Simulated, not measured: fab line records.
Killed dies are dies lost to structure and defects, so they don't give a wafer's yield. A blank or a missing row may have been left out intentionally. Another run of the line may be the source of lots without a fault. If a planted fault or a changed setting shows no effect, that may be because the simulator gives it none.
Split-lot trial + flow n5-finfet + 21 wafers read from 7 lots, route of 1938 steps

== THE SPLIT ITSELF ==
At N5_BEOL_M4_EXPOSE_25 (exposes mask V3, defocus 5 nm), the setting dose-mj was moved away from the recipe's 63 on 7 of the 21 wafers read, by -7.5% to +6.5%. All remaining wafers had this setting at the recipe value.

== FROM THE SPLIT TO THE READING: what the file shows between them, 2 steps ==
- N5_BEOL_M4_PEB_26: peb time 60 s
- N5_BEOL_M4_DEVELOP_27: develop time 30 s

== THE READING ==
cd-nm, in nm, at N5_BEOL_M4_CD_MEAS_28 (target cd 26.2 nm, target cd y 24.1 nm). On this fab line, fault-free wafers typically give 26.18 nm with a standard deviation of 0.22 nm.

| wafer  | tool, chamber at the split | dose-mj as run | against the recipe | cd-nm, nm | against lot-mates on the recipe |
|--------|----------------------------|----------------|--------------------|-----------|---------------------------------|
| L074.2 | euv-scanner-02, 0          | 63             | recipe             | 26.25     | -                               |
| L074.3 | euv-scanner-02, 0          | 66.66          | +5.8%              | 26.89     | +0.76                           |
| L074.5 | euv-scanner-02, 0          | 63             | recipe             | 26.02     | -                               |
| L076.1 | euv-scanner-01, 0          | 63             | recipe             | 26.28     | -                               |
| L076.4 | euv-scanner-01, 0          | 58.3           | -7.5%              | 24.79     | -1.49                           |
| L076.6 | euv-scanner-01, 0          | 58.3           | -7.5%              | 24.76     | -1.52                           |
| L077.1 | euv-scanner-01, 0          | 65.16          | +3.4%              | 26.90     | +0.58                           |
| L077.3 | euv-scanner-01, 0          | 63             | recipe             | 26.32     | -                               |
| L077.5 | euv-scanner-01, 0          | 65.16          | +3.4%              | 26.28     | -0.04                           |
| L082.2 | euv-scanner-02, 0          | 63             | recipe             | 26.10     | -                               |
| L082.3 | euv-scanner-02, 0          | 63             | recipe             | 26.17     | -                               |
| L082.6 | euv-scanner-02, 0          | 65.09          | +3.3%              | 26.66     | +0.52                           |
| L086.1 | euv-scanner-01, 0          | 67.1           | +6.5%              | 27.23     | +0.86                           |
| L086.2 | euv-scanner-01, 0          | 63             | recipe             | 26.48     | -                               |
| L086.5 | euv-scanner-01, 0          | 63             | recipe             | 26.27     | -                               |
| L091.1 | euv-scanner-01, 0          | 63             | recipe             | 25.89     | -                               |
| L091.2 | euv-scanner-01, 0          | 63             | recipe             | 26.33     | -                               |
| L091.6 | euv-scanner-01, 0          | 63             | recipe             | 25.91     | -                               |
| L097.1 | euv-scanner-01, 0          | 63             | recipe             | 26.17     | -                               |
| L097.4 | euv-scanner-01, 0          | 63             | recipe             | 26.10     | -                               |
| L097.5 | euv-scanner-01, 0          | 63             | recipe             | 26.05     | -                               |

FIT RESULTS
A straight line over all 21 wafers: cd-nm changes by +0.166 nm for each +1% of dose-mj; r = +0.95; the points scatter about the line by 0.19 nm.
The same after taking each lot's own level away (the mean of its wafers on the recipe; 21 wafers): +0.165 nm for each +1%; r = +0.95; scatter 0.19 nm.
According to that fit, moving dose-mj by its largest amount changes the reading by 1.2 nm.
Measured against the standard deviation above, the lots' own levels, which go from 26.043 to 26.375 nm, span 1.5 times it.
The two slopes agree, so the slope changes little with the lot-to-lot level.
Check: with one of the wafers moved furthest among these (-7.5%) left out of the fit, the line predicts -1.21 nm for it against its lot-mates. It came out at -1.49 nm against them.

== OTHER SPLITS ON THESE WAFERS ==
Before the reading, these wafers also passed through other splits. Each is held against what the fit with the lots' levels taken away leaves over:
| other split on the same wafers   | wafers away from the commonest value | r with cd-nm (lot level and that fit taken away) |
|----------------------------------|--------------------------------------|--------------------------------------------------|
| N5_BEOL_M2_COAT_61 spin-rpm      | 8                                    | -0.40                                            |
| N5_BEOL_M2_DESCUM_33 time-s      | 10                                   | -0.12                                            |
| N5_BEOL_M2_TRENCH_ETCH_37 time-s | 10                                   | +0.16                                            |
| N5_BEOL_M3_ETCH_64 bias-w        | 10                                   | -0.25                                            |
| N5_BEOL_M3_COAT_76 spin-rpm      | 4                                    | +0.38                                            |

== THE FILE'S OWN FIT ==
cd-nm changes by +0.154 nm for each +1% of dose-mj, r = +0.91.
